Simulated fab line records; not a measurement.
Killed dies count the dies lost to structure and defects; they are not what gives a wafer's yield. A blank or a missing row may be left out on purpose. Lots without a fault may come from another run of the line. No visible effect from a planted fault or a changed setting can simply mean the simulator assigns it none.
fab line records | flow n5-finfet
record lots=5 | wafers=14 | last-day=18
route steps=1938 shown BEOL_M3@1006 BEOL_M4@1111 PASSIVATION@1936
lots with no fault: from the same line, run without faults
start-h: hours from the record's first day to the start of the lot's first wafer shown | wait-h: how many hours have passed since the lot's step before this one | " repeats the value in the row above | L1.1+2: a single row standing in for several wafers | - either no value or no given start | * or withheld: withheld | < > ~ a bound
route shown NAME@n: NAME is a module with steps in the file, n the number in the route of the first one | usual: mean and standard deviation over wafers with no fault | same: alike in all rows | chamber/n: place in a boat | sites: the reading at each site | _std_site: the values' standard deviation | _edge_site: inner sites' mean taken away from outer sites' mean | radius-mm: how far each site lies from the wafer's centre | mask NAME#n: copy n | behind: tool/chamber where the wafer was last shaped | hold: what put the lot on hold/how long, in hours/how the hold closed | device: the n, p or np transistor that did not switch | end of line: at the end of the route, the tests of the same wafers | step lacking rows: just its recipe | killed: not the wafer's yield, but the dies lost to structure and defects at the first sort | map: the dies of a wafer, with x for killed, . for not killed, _ for no die there
set.NAME: setting as actually run; set.NAME@STEP: the setting as run at that earlier step | model.NAME: the simulator's own value behind a step, which no gauge read
lots seen at some steps along the route; tables by step, rows by wafer
services: when a tool's chamber went out of use (start-h, in hours from the record's first day, below 0 if earlier), for how many hours, and the reason
## steps
# step N5_BEOL_M3_SPUTTER_92
# recipe material=Cu | target-thk-a=45 | temp-c=-20 | chamber-pressure-pa=0.07 | power-w=withheld | time-s=8.29
# usual chuck-sensor-temp-C=-15.9/0.54 | throttle-valve-pct=29.7/1.1
# same time-s=8.29
lot.wafer | tool           | chamber | start-h | wait-h | chuck-sensor-temp-C | throttle-valve-pct
L241.1    | pvd-sputter-02 | -       | 161.65  | 0.1    | -16.8               | 30.7
L241.2    | "              | -       | "       | "      | -15.4               | 30.9
L241.3    | "              | -       | "       | "      | -16.2               | 31.1
L243.1    | pvd-sputter-02 | -       | 173.47  | 0.1    | -15.2               | 30.9
L243.3    | "              | -       | "       | "      | -16.0               | 31.2
L243.5    | "              | -       | "       | "      | -16.0               | 30.8
L253.4    | pvd-sputter-01 | -       | 238.83  | 0.1    | -16.3               | 28.1
L253.5    | "              | -       | "       | "      | -16.3               | 28.3
L253.6    | "              | -       | "       | "      | -15.4               | 30.6
L256.5    | pvd-sputter-03 | -       | 258.30  | 0.0    | -15.3               | 28.6
L256.6    | "              | -       | "       | "      | -16.5               | 30.2
L262.3    | pvd-sputter-03 | -       | 300.44  | 0.1    | -16.5               | 30.6
L262.4    | "              | -       | "       | "      | -16.2               | 30.4
L262.6    | "              | -       | "       | "      | -16.0               | 30.2
# step N5_BEOL_M3_ANNEAL_93
# recipe temp-c=400 | time-s=240 | ambient=vacuum
# usual heater-power-w=838/110
# same time-s=240
lot.wafer | tool           | chamber | start-h | wait-h | heater-power-w
L241.1    | pvd-sputter-02 | -       | 161.73  | 0.0    | 851
L241.2    | "              | -       | "       | "      | 840
L241.3    | "              | -       | "       | "      | 1038
L243.1    | pvd-sputter-02 | -       | 173.55  | 0.0    | 854
L243.3    | "              | -       | "       | "      | 1018
L243.5    | "              | -       | "       | "      | 1051
L253.4    | pvd-sputter-01 | -       | 238.91  | 0.0    | 805
L253.5    | "              | -       | "       | "      | 795
L253.6    | "              | -       | "       | "      | 969
L256.5    | pvd-sputter-03 | -       | 258.41  | 0.1    | 901
L256.6    | "              | -       | "       | "      | 866
L262.3    | pvd-sputter-03 | -       | 300.52  | 0.0    | 868
L262.4    | "              | -       | "       | "      | 723
L262.6    | "              | -       | "       | "      | 726
# step N5_BEOL_M3_SPUTTER_94
# recipe material=Cu | target-thk-a=45 | temp-c=-20 | chamber-pressure-pa=0.07 | power-w=withheld | time-s=8.29
# usual chuck-sensor-temp-C=-15.9/0.55 | throttle-valve-pct=29.7/1.2
# same time-s=8.29
lot.wafer | tool           | chamber | start-h | wait-h | chuck-sensor-temp-C | throttle-valve-pct
L241.1    | pvd-sputter-02 | -       | 161.87  | 0.1    | -16.7               | 30.5
L241.2    | "              | -       | "       | "      | -15.3               | 30.9
L241.3    | "              | -       | "       | "      | -16.0               | 30.9
L243.1    | pvd-sputter-02 | -       | 173.69  | 0.1    | -15.4               | 30.7
L243.3    | "              | -       | "       | "      | -16.0               | 30.8
L243.5    | "              | -       | "       | "      | -16.0               | 30.9
L253.4    | pvd-sputter-01 | -       | 239.05  | 0.1    | -16.4               | 28.0
L253.5    | "              | -       | "       | "      | -16.2               | 28.0
L253.6    | "              | -       | "       | "      | -15.4               | 30.5
L256.5    | pvd-sputter-03 | -       | 258.52  | 0.0    | -15.3               | 28.4
L256.6    | "              | -       | "       | "      | -16.5               | 30.3
L262.3    | pvd-sputter-03 | -       | 300.66  | 0.1    | -16.5               | 29.9
L262.4    | "              | -       | "       | "      | -16.2               | 30.3
L262.6    | "              | -       | "       | "      | -16.3               | 30.5
# step N5_BEOL_M3_ANNEAL_95
# recipe temp-c=400 | time-s=240 | ambient=vacuum
# usual heater-power-w=837/120
# same time-s=240
lot.wafer | tool           | chamber | start-h | wait-h | heater-power-w
L241.1    | pvd-sputter-02 | -       | 161.95  | 0.0    | 888
L241.2    | "              | -       | "       | "      | 858
L241.3    | "              | -       | "       | "      | 1042
L243.1    | pvd-sputter-02 | -       | 173.77  | 0.0    | 864
L243.3    | "              | -       | "       | "      | 1031
L243.5    | "              | -       | "       | "      | 1057
L253.4    | pvd-sputter-01 | -       | 239.13  | 0.0    | 792
L253.5    | "              | -       | "       | "      | 810
L253.6    | "              | -       | "       | "      | 953
L256.5    | pvd-sputter-03 | -       | 258.63  | 0.1    | 869
L256.6    | "              | -       | "       | "      | 886
L262.3    | pvd-sputter-03 | -       | 300.74  | 0.0    | 892
L262.4    | "              | -       | "       | "      | 718
L262.6    | "              | -       | "       | "      | 723
# step N5_BEOL_M3_SPUTTER_96
# recipe material=Cu | target-thk-a=45 | temp-c=-20 | chamber-pressure-pa=0.07 | power-w=withheld | time-s=8.29
# step N5_BEOL_M3_ECD_50
# recipe material=Cu | target-thk-a=3000
# step N5_BEOL_M3_ANNEAL_51
# recipe temp-c=225 | time-s=90 | ambient=N2
# step N5_BEOL_M3_CMP_52
# recipe stop-on=SiOC | t-overpolish-s=6.8 | down-force-psi=1 | platen-rpm=50 | clearing-platen-down-force-psi=1.5 | clearing-platen-rpm=50 | post-cmp-clean=cu-alkaline | target-thk-nm=40 | clearing-platen-pad-velocity-m-s=0.99484 | pad-velocity-m-s=0.99484
# usual barrier-field-endpoint-s=24.5/0.6 | clearing-platen-rpm=50.002/0.03 | edge-zone-pressure-frac=0.999/0.0044 | motor-current-A=6.1/0.7 | overpolish-run-s=6.800/0.0087 | platen-rpm=50.00/0.035 | time-to-endpoint-s=61.5/2.7
lot.wafer | tool   | chamber | start-h | wait-h | barrier-field-endpoint-s | clearing-platen-rpm | edge-zone-pressure-frac | motor-current-A | overpolish-run-s | platen-rpm | time-to-endpoint-s
L241.2    | cmp-04 | 3       | 162.58  | 0.2    | 25.0                     | 50.030              | 0.990                   | 6.7             | 6.797            | 49.98      | 63.1
L241.3    | "      | 1       | "       | "      | 24.5                     | 50.004              | 0.992                   | 5.9             | 6.789            | 49.95      | 60.2
L241.1    | "      | 2       | "       | "      | 24.9                     | 50.006              | 1.002                   | 6.4             | 6.801            | 49.95      | 61.8
L243.3    | cmp-04 | 3       | 174.42  | 0.2    | 24.6                     | 49.982              | 0.997                   | 6.4             | 6.801            | 50.02      | 65.0
L243.1    | "      | 0       | "       | "      | 25.1                     | 49.992              | 1.000                   | 5.3             | 6.784            | 49.98      | 66.0
L243.5    | "      | 0       | "       | "      | 25.1                     | 49.997              | 1.002                   | 5.8             | 6.796            | 50.00      | 64.0
L253.4    | cmp-01 | 2       | 239.84  | 0.2    | 24.2                     | 50.063              | 0.997                   | 6.3             | 6.790            | 49.93      | 60.9
L253.5    | "      | 0       | "       | "      | 24.7                     | 49.985              | 0.999                   | 6.6             | 6.794            | 49.93      | 61.1
L253.6    | "      | 1       | "       | "      | 24.2                     | 50.001              | 0.995                   | 4.8             | 6.792            | 49.98      | 64.2
L256.5    | cmp-01 | 1       | 259.34  | 0.2    | 23.8                     | 50.015              | 1.001                   | 4.8             | 6.791            | 50.01      | 60.9
L256.6    | "      | 2       | "       | "      | 24.1                     | 49.974              | 0.993                   | 6.1             | 6.795            | 49.98      | 60.3
L262.4    | cmp-04 | 3       | 301.37  | 0.1    | 24.0                     | 50.034              | 1.005                   | 6.4             | 6.798            | 50.00      | 59.3
L262.3    | "      | 1       | "       | "      | 23.1                     | 49.968              | 1.000                   | 6.1             | 6.818            | 49.96      | 55.1
L262.6    | "      | 3       | "       | "      | 23.6                     | 49.978              | 1.000                   | 5.9             | 6.826            | 49.94      | 59.3
# step N5_BEOL_M3_THK_MEAS_53
# recipe thk-meas-gauge=xrf | reads=Cu_of_BEOL_M3_ECD_50
# usual M3_THK=39.4/1.4
lot.wafer | tool          | chamber | start-h | wait-h | M3_THK[nm]
L241.1    | film-metro-02 | -       | 162.87  | -      | 38.9
L241.2    | "             | -       | "       | "      | 40.0
L241.3    | "             | -       | "       | "      | 36.8
L243.1    | film-metro-01 | -       | 174.71  | -      | 38.9
L243.3    | "             | -       | "       | "      | 37.1
L243.5    | "             | -       | "       | "      | 39.6
L253.4    | film-metro-01 | -       | 240.06  | -      | 40.6
L253.5    | "             | -       | "       | "      | 38.2
L253.6    | "             | -       | "       | "      | 40.1
L256.5    | film-metro-02 | -       | 259.49  | -      | 40.8
L256.6    | "             | -       | "       | "      | 42.1
L262.3    | film-metro-01 | -       | 301.67  | -      | 38.0
L262.4    | "             | -       | "       | "      | 39.2
L262.6    | "             | -       | "       | "      | 38.8
# step N5_BEOL_M3_PRE_CLEAN_60
# recipe gas=NH3/H2 | time-s=15 | temp-c=* | rf-power-w=300
# step N5_BEOL_M3_CO_CAP_55
# recipe material=Co | target-thk-a=20 | temp-c=200 | precursor=CCTBA/H2 | pressure-torr=30 | time-s=102.1
# step N5_BEOL_M3_PRE_CLEAN_56
# recipe gas=NH3 | time-s=15 | temp-c=withheld | rf-power-w=300
# step N5_BEOL_M3_DEP_57
# recipe material=SiCN | target-thk-a=80 | temp-c=withheld | precursor=3MS/NH3 | pressure-torr=3 | rf-w=202 | time-s=14
# usual showerhead-plenum-p-Torr=3.666/0.011 | throttle-valve-pct=8.8/0.4
lot.wafer | tool     | chamber | start-h | wait-h | showerhead-plenum-p-Torr | throttle-valve-pct | model.SiCN_of_BEOL_M3_DEP_57.thk-nm
L241.1    | pecvd-02 | 0       | 163.26  | 0.0    | 3.642                    | 8.7                | 7.6
L241.2    | "        | 1       | "       | "      | 3.658                    | 8.3                | 7.6
L241.3    | "        | 1       | "       | "      | 3.674                    | 8.5                | 7.8
L243.1    | pecvd-01 | 2       | 174.91  | 0.0    | 3.668                    | 8.7                | 7.8
L243.3    | "        | 0       | "       | "      | 3.655                    | 9.6                | 8
L243.5    | "        | 0       | "       | "      | 3.655                    | 9.1                | 8
L253.4    | pecvd-03 | 2       | 240.27  | 0.0    | 3.677                    | 8.4                | 8
L253.5    | "        | 0       | "       | "      | 3.666                    | 9.0                | 8
L253.6    | "        | 1       | "       | "      | 3.688                    | 8.9                | 8
L256.5    | pecvd-03 | 1       | 259.70  | 0.0    | 3.691                    | 8.7                | 8.2
L256.6    | "        | 2       | "       | "      | 3.680                    | 8.2                | 10.2
L262.3    | pecvd-01 | 0       | 301.86  | 0.0    | 3.657                    | 9.5                | 8
L262.4    | "        | 2       | "       | "      | 3.661                    | 9.1                | 8.2
L262.6    | "        | 0       | "       | "      | 3.653                    | 9.6                | 8.2
# step N5_BEOL_M3_RS_MEAS_58
# recipe thk-meas-gauge=four-point-probe | reads=Co_of_BEOL_M3_CO_CAP_55+Cu_of_BEOL_M3_ECD_50+Co_of_BEOL_M3_CVD_47+TaN_of_BEOL_M3_ALD_84
# usual M3_RS=0.68/0.031
lot.wafer | tool          | chamber | start-h | wait-h | M3_RS[ohm/sq]
L241.1    | film-metro-01 | -       | 163.34  | 0.1    | 0.68
L241.2    | "             | -       | "       | "      | 0.66
L241.3    | "             | -       | "       | "      | 0.73
L243.1    | film-metro-02 | -       | 174.98  | 0.1    | 0.68
L243.3    | "             | -       | "       | "      | 0.73
L243.5    | "             | -       | "       | "      | 0.67
L253.4    | film-metro-02 | -       | 240.33  | 0.0    | 0.66
L253.5    | "             | -       | "       | "      | 0.71
L253.6    | "             | -       | "       | "      | 0.66
L256.5    | film-metro-02 | -       | 259.75  | 0.0    | 0.65
L256.6    | "             | -       | "       | "      | 0.62
L262.3    | film-metro-01 | -       | 301.93  | 0.1    | 0.70
L262.4    | "             | -       | "       | "      | 0.67
L262.6    | "             | -       | "       | "      | 0.68
# step N5_BEOL_M4_RC_MEAS_101
# usual DIBL_N=35.9/1.7 | DIBL_P=35.8/2.2 | IOFF_N=0.15/0.03 | IOFF_P=0.21/0.036 | ION_N=674/12 | ION_P=463/7.2 | SS_N=71.3/0.59 | SS_P=73.1/0.69 | VT_N=250/3 | VT_P=-251/3.2
lot.wafer | tool      | chamber | start-h | wait-h | DIBL_N[mV/V] | DIBL_P[mV/V] | IOFF_N[nA/um] | IOFF_P[nA/um] | ION_N[uA/um] | ION_P[uA/um] | SS_N[mV/dec] | SS_P[mV/dec] | VT_N[mV] | VT_P[mV]
L241.1    | prober-01 | 0       | 177.11  | 0.1    | 36.4         | 35.7         | 0.16          | 0.24          | 672          | 464          | 71.5         | 73.7         | 248      | -248
L241.2    | "         | 0       | "       | "      | 33.9         | 34.0         | 0.12          | 0.22          | 654          | 457          | 71.9         | 72.8         | 251      | -249
L241.3    | "         | 0       | "       | "      | 37.6         | 37.5         | 0.18          | 0.27          | 678          | 473          | 72.1         | 74.2         | 250      | -247
L243.1    | prober-01 | 0       | 186.03  | 0.0    | 37.2         | 37.6         | 0.18          | 0.23          | 682          | 464          | 71.9         | 73.4         | 249      | -251
L243.3    | "         | 0       | "       | "      | 36.8         | 36.5         | 0.17          | 0.22          | 683          | 470          | 71.4         | 73.9         | 248      | -249
L243.5    | "         | 0       | "       | "      | 37.8         | 38.2         | 0.19          | 0.25          | 678          | 469          | 72.3         | 74.0         | 248      | -250
L253.4    | prober-02 | 0       | 255.46  | 0.5    | 36.8         | 36.9         | 0.15          | 0.18          | 662          | 454          | 71.5         | 73.2         | 251      | -254
L253.5    | "         | 0       | "       | "      | 33.4         | 32.5         | 0.10          | 0.14          | 657          | 451          | 70.8         | 72.6         | 256      | -259
L253.6    | "         | 0       | "       | "      | 37.2         | 37.5         | 0.16          | 0.20          | 659          | 454          | 71.6         | 74.0         | 250      | -255
L256.5    | prober-01 | 0       | 272.21  | 0.6    | 35.2         | 35.9         | 0.15          | 0.22          | 676          | 470          | 71.8         | 72.9         | 248      | -248
L256.6    | "         | 0       | "       | "      | 31.8         | 31.7         | 0.10          | 0.16          | 663          | 462          | 71.2         | 71.7         | 255      | -255
L262.3    | prober-02 | 0       | 315.68  | 0.3    | 34.9         | 34.7         | 0.12          | 0.16          | 678          | 454          | 70.8         | 72.5         | 255      | -255
L262.4    | "         | 0       | "       | "      | 38.3         | 39.3         | 0.18          | 0.22          | 681          | 469          | 72.2         | 73.7         | 249      | -251
L262.6    | "         | 0       | "       | "      | 37.3         | 36.8         | 0.15          | 0.19          | 678          | 460          | 71.2         | 73.5         | 252      | -253
# step N5_PASSIVATION_PROBE_49
# usual defect-limited-yield=91.0/1.5 | killed_at_M0_to_M3=35/12 | killed_at_M4_up=15/5.8 | killed-at-contacts=14/7.2 | killed-at-front-end=40/10 | killed-at-other=3/3 | killed-dies=106/18 | killed-open=68/14 | killed-short=35/7.2 | sort_bin_5_function=5.2/0.96 | sort_bin_6_memory=3.3/0.69 | sort-n-pass=1074/18 | sort-yield-pct=91.0/1.5
# same gross-dies=1180 | killed-at-back-side=0 | sort_bin_4_leakage[%]=0 | sort_bin_8_speed[%]=0
lot.wafer | tool      | chamber | start-h | wait-h | defect-limited-yield[%] | killed_at_M0_to_M3 | killed_at_M4_up | killed-at-contacts | killed-at-front-end | killed-at-other | killed-dies | killed-open | killed-short | sort_bin_5_function[%] | sort_bin_6_memory[%] | sort-n-pass | sort-yield-pct[%]
L243.1    | prober-02 | -       | 288.47  | 0.0    | 90.7                    | 24                 | 24              | 10                 | 46                  | 6               | 110         | 74          | 35           | 4.9                    | 4.1                  | 1070        | 90.7
L243.3    | prober-02 | -       | 288.57  | 0.1    | 94.1                    | 28                 | 4               | 12                 | 25                  | 1               | 70          | 49          | 18           | 3.4                    | 2.3                  | 1110        | 94.1
L243.5    | prober-02 | -       | 288.67  | 0.2    | 91.9                    | 23                 | 16              | 13                 | 42                  | 1               | 95          | 52          | 42           | 4.7                    | 3.3                  | 1085        | 91.9
L253.4    | prober-02 | -       | 365.55  | 0.5    | 93.7                    | 29                 | 14              | 2                  | 29                  | 0               | 74          | 48          | 26           | 4.0                    | 2.1                  | 1106        | 93.7
L253.5    | prober-02 | -       | 365.60  | 0.5    | 94.0                    | 15                 | 19              | 11                 | 23                  | 3               | 71          | 48          | 23           | 3.4                    | 2.4                  | 1109        | 94.0
L253.6    | prober-02 | -       | 365.65  | 0.6    | 92.4                    | 35                 | 14              | 8                  | 27                  | 6               | 90          | 56          | 33           | 4.5                    | 2.8                  | 1090        | 92.4
L256.5    | prober-02 | -       | 378.25  | 0.2    | 92.3                    | 43                 | 9               | 5                  | 32                  | 2               | 91          | 53          | 38           | 4.0                    | 3.2                  | 1089        | 92.3
L256.6    | prober-02 | -       | 378.30  | 0.3    | 92.0                    | 40                 | 7               | 3                  | 36                  | 8               | 94          | 67          | 26           | 4.2                    | 3.3                  | 1086        | 92.0
# killed by level:class
L243.1 BEOL_M4:geometric-particle:open=11 FIN_SAQP:geometric-particle:open=10 FIN_SAQP:geometric-particle:short=8 STI_FIN_REVEAL:geometric-particle:open=7 MOL_CONTACT_COAG:geometric-particle:open=7 BEOL_M3:geometric-particle:open=7 BEOL_M0_SAQP:geometric-particle:open=6 ILD0:geometric-particle:open=5
L243.3 MOL_CONTACT_COAG:geometric-particle:open=10 STI_FIN_REVEAL:geometric-particle:open=7 BEOL_M2:geometric-particle:open=7 FIN_SAQP:geometric-particle:short=6 BEOL_M0_SAQP:geometric-particle:open=5 BEOL_M4:geometric-particle:open=4 FIN_SAQP:geometric-particle:open=3 ILD0:geometric-particle:open=3
L243.5 FIN_SAQP:geometric-particle:short=18 MOL_CONTACT_COAG:geometric-particle:open=12 GATE_CUT:geometric-particle:short=8 BEOL_M0_SAQP:geometric-particle:open=6 FIN_SAQP:geometric-particle:open=5 BEOL_M4:geometric-particle:open=5 BEOL_M2:geometric-particle:open=5 BEOL_M0_SAQP:geometric-particle:short=4
L253.4 FIN_SAQP:geometric-particle:open=8 BEOL_M0_SAQP:geometric-particle:short=7 BEOL_M0_SAQP:geometric-particle:open=7 BEOL_M3:geometric-particle:open=7 BEOL_M3:geometric-particle:short=4 DUMMY_GATE:geometric-particle:short=4 DUMMY_GATE:geometric-particle:open=3 GATE_CUT:geometric-particle:open=3
L253.5 FIN_SAQP:geometric-particle:open=9 BEOL_M4:geometric-particle:open=9 MOL_CONTACT_COAG:geometric-particle:open=8 BEOL_M0_SAQP:geometric-particle:short=5 MOL_CONTACT_COAG:geometric-particle:short=3 BEOL_M3:geometric-particle:short=3 BEOL_M4:geometric-particle:short=3 BEOL_M7:geometric-particle:open=3
L253.6 BEOL_M0_SAQP:geometric-particle:short=10 BEOL_M4:geometric-particle:open=10 MOL_CONTACT_COAG:geometric-particle:open=7 BEOL_M0_SAQP:geometric-particle:open=7 BEOL_M2:geometric-particle:open=6 BEOL_M3:geometric-particle:open=6 FIN_SAQP:geometric-particle:short=4 FIN_SAQP:geometric-particle:open=4
L256.5 BEOL_M3:geometric-particle:open=16 FIN_SAQP:geometric-particle:short=11 BEOL_M0_SAQP:geometric-particle:short=9 BEOL_M1:geometric-particle:open=8 GATE_CUT:geometric-particle:short=5 MOL_CONTACT_COAG:geometric-particle:open=5 BEOL_M4:geometric-particle:open=5 BEOL_M0_SAQP:geometric-particle:open=4
L256.6 BEOL_M3:geometric-particle:open=11 STI_FIN_REVEAL:geometric-particle:open=10 FIN_SAQP:geometric-particle:open=7 BEOL_M2:geometric-particle:open=7 GATE_CUT:geometric-particle:open=6 BEOL_M0_SAQP:geometric-particle:open=6 BEOL_M4:geometric-particle:open=5 PASS1_CAP:geometric-particle:open=5
## services
tool     | chamber | start-h | hours | kind
pecvd-02 | 1       | 143.90  | 5.5   | scheduled-down
cmp-04   | -       | 155.78  | 1.5   | repair
pecvd-02 | 2       | 156.89  | 8.1   | repair
pecvd-03 | 1       | 162.07  | 2.1   | scheduled-down
cmp-01   | -       | 162.70  | 15.1  | pm
pecvd-02 | 0       | 170.43  | 5.5   | scheduled-down
cmp-04   | -       | 190.90  | 4.7   | repair
pecvd-03 | 1       | 194.54  | 5.5   | scheduled-down
pecvd-03 | 2       | 202.38  | -     | clean
pecvd-03 | 2       | 202.38  | -     | consumable-replace:showerhead
pecvd-03 | 2       | 202.38  | 29.0  | scheduled-down
pecvd-03 | 2       | 202.38  | 29.0  | vent-cycle
cmp-01   | -       | 229.35  | 2.4   | repair
pecvd-01 | 2       | 230.65  | 5.5   | scheduled-down
cmp-01   | -       | 254.12  | 4.0   | pm
pecvd-01 | -       | 255.84  | 5.9   | repair
cmp-01   | -       | 258.12  | -     | consumable-replace:conditioner
cmp-01   | -       | 258.12  | -     | consumable-replace:pad
cmp-04   | -       | 287.89  | 4.0   | pm
cmp-01   | -       | 289.24  | 5.8   | pm
cmp-04   | -       | 291.89  | -     | consumable-replace:conditioner
cmp-04   | -       | 291.89  | -     | consumable-replace:pad
## key
first-sign none at tools or gauges
model-effect step=N5_BEOL_M3_DEP_57 | value=SiCN_of_BEOL_M3_DEP_57.thk-nm | without=8.2 | struck=10.2
met-at N5_BEOL_M3_DEP_57
struck-wafers L256.6
onset-between 240.27 259.70
fault kind=process-parameter-drift | tool=pecvd-03 | chamber=- | onset-h=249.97 | steps=N5_BEOL_M3_DEP_57 | channel=time-s | offset=* | shape=step | end-h=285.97 | scope=struck-wafers-only | acts-in=* | stated=*
